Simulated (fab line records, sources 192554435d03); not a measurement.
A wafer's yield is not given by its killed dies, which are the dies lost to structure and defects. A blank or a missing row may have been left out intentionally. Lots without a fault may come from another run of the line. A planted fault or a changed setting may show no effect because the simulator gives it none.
Split-lot trial + flow n5_finfet + 7 lots, 38 wafers read, on a route of 1938 steps

## ABOUT THE SPLIT
At N5_ZERO_LAYER_DEVELOP_10 (develop time 60 s), the setting develop_time_s was moved away from the recipe's 60 s on 12 of the 38 wafers read, by -47.7% to +58.4%. The other wafers ran this setting at the recipe's value.

## FROM THE SPLIT TO THE READING: what the file shows between them, 1 step
- N5_ZERO_LAYER_HARDBAKE_23: time 120 s

## THE READING
ZERO_LAYER.cd_nm (the simulator's own value, which no gauge read), in nm, at N5_ZERO_LAYER_DESCUM_16 (chemistry O2, time 7.9 s). No usual value for it is given in the file. Here, 26 wafers ran the recipe; their average is 2001 nm with a standard deviation of 2.1 nm.

| wafer  | tool, chamber at the split | develop_time_s as run, s | against the recipe | ZERO_LAYER.cd_nm, nm | against lot-mates on the recipe |
|--------|----------------------------|--------------------------|--------------------|----------------------|---------------------------------|
| L080.1 | litho_track-03, 0          | 60                       | recipe             | 2000                 | -                               |
| L080.2 | litho_track-03, 0          | 60                       | recipe             | 2003                 | -                               |
| L080.3 | litho_track-03, 0          | 60                       | recipe             | 1999                 | -                               |
| L080.5 | litho_track-03, 0          | 60                       | recipe             | 1999                 | -                               |
| L080.4 | litho_track-03, 0          | 60                       | recipe             | 2002                 | -                               |
| L080.6 | litho_track-03, 0          | 60                       | recipe             | 1998                 | -                               |
| L083.1 | litho_track-04, 0          | 60                       | recipe             | 2004                 | -                               |
| L083.5 | litho_track-04, 0          | 60                       | recipe             | 2004                 | -                               |
| L083.2 | litho_track-04, 0          | 31.35                    | -47.7%             | 1984                 | -18                             |
| L083.3 | litho_track-04, 0          | 31.35                    | -47.7%             | 1987                 | -15                             |
| L083.4 | litho_track-04, 0          | 31.35                    | -47.7%             | 1987                 | -15                             |
| L083.6 | litho_track-04, 0          | 60                       | recipe             | 1999                 | -                               |
| L089.1 | litho_track-03, 0          | 36                       | -40.0%             | 1990                 | -12                             |
| L089.2 | litho_track-03, 0          | 60                       | recipe             | 1999                 | -                               |
| L089.3 | litho_track-03, 0          | 60                       | recipe             | 2005                 | -                               |
| L089.4 | litho_track-03, 0          | 36                       | -40.0%             | 1989                 | -13                             |
| L089.5 | litho_track-03, 0          | 36                       | -40.0%             | 1993                 | -9                              |
| L089.6 | litho_track-03, 0          | 60                       | recipe             | 2003                 | -                               |
| L090.1 | litho_track-05, 0          | 48.71                    | -18.8%             | 1997                 | -5                              |
| L090.2 | litho_track-05, 0          | 48.71                    | -18.8%             | 1994                 | -8                              |
| L090.3 | litho_track-05, 0          | 48.71                    | -18.8%             | 1999                 | -3                              |
| L090.4 | litho_track-05, 0          | 60                       | recipe             | 2003                 | -                               |
| L090.5 | litho_track-05, 0          | 60                       | recipe             | 2002                 | -                               |
| L090.6 | litho_track-05, 0          | 60                       | recipe             | 2002                 | -                               |
| L092.3 | litho_track-05, 0          | 60                       | recipe             | 2001                 | -                               |
| L092.5 | litho_track-05, 0          | 60                       | recipe             | 1998                 | -                               |
| L094.1 | litho_track-05, 0          | 60                       | recipe             | 1997                 | -                               |
| L094.2 | litho_track-05, 0          | 60                       | recipe             | 2001                 | -                               |
| L094.3 | litho_track-05, 0          | 60                       | recipe             | 2002                 | -                               |
| L094.4 | litho_track-05, 0          | 60                       | recipe             | 2002                 | -                               |
| L094.5 | litho_track-05, 0          | 60                       | recipe             | 2002                 | -                               |
| L094.6 | litho_track-05, 0          | 60                       | recipe             | 2004                 | -                               |
| L097.1 | litho_track-03, 0          | 95.07                    | +58.4%             | 2009                 | +7                              |
| L097.2 | litho_track-03, 0          | 95.07                    | +58.4%             | 2007                 | +5                              |
| L097.3 | litho_track-03, 0          | 95.07                    | +58.4%             | 2012                 | +10                             |
| L097.4 | litho_track-03, 0          | 60                       | recipe             | 2002                 | -                               |
| L097.5 | litho_track-03, 0          | 60                       | recipe             | 2003                 | -                               |
| L097.6 | litho_track-03, 0          | 60                       | recipe             | 2000                 | -                               |

FIT RESULTS
A straight line over all 38 wafers: ZERO_LAYER.cd_nm changes by +0.218 nm for each +1% of develop_time_s; r = +0.89; the points scatter about the line by 2.7 nm.
The same after taking each lot's own level away (the mean of its wafers on the recipe; 38 wafers): +0.228 nm for each +1%; r = +0.90; scatter 2.8 nm.
The reading moves by 13 nm for the largest change in develop_time_s, on that fit.
The span of the lots' own levels, 1999.5 to 2002.3 nm, comes to 1.3 times the standard deviation stated above.
Hence the lot-to-lot level has little effect on the slope; both slopes agree.
Check: with one of the wafers moved furthest among these (+58.4%) left out of the fit, the line predicts +13.3 nm for it against its lot-mates. It came out at +7.33 nm against them.

## THE FILE'S OWN FIT
ZERO_LAYER.cd_nm changes by +0.233 nm for each +1% of develop_time_s, r = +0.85.
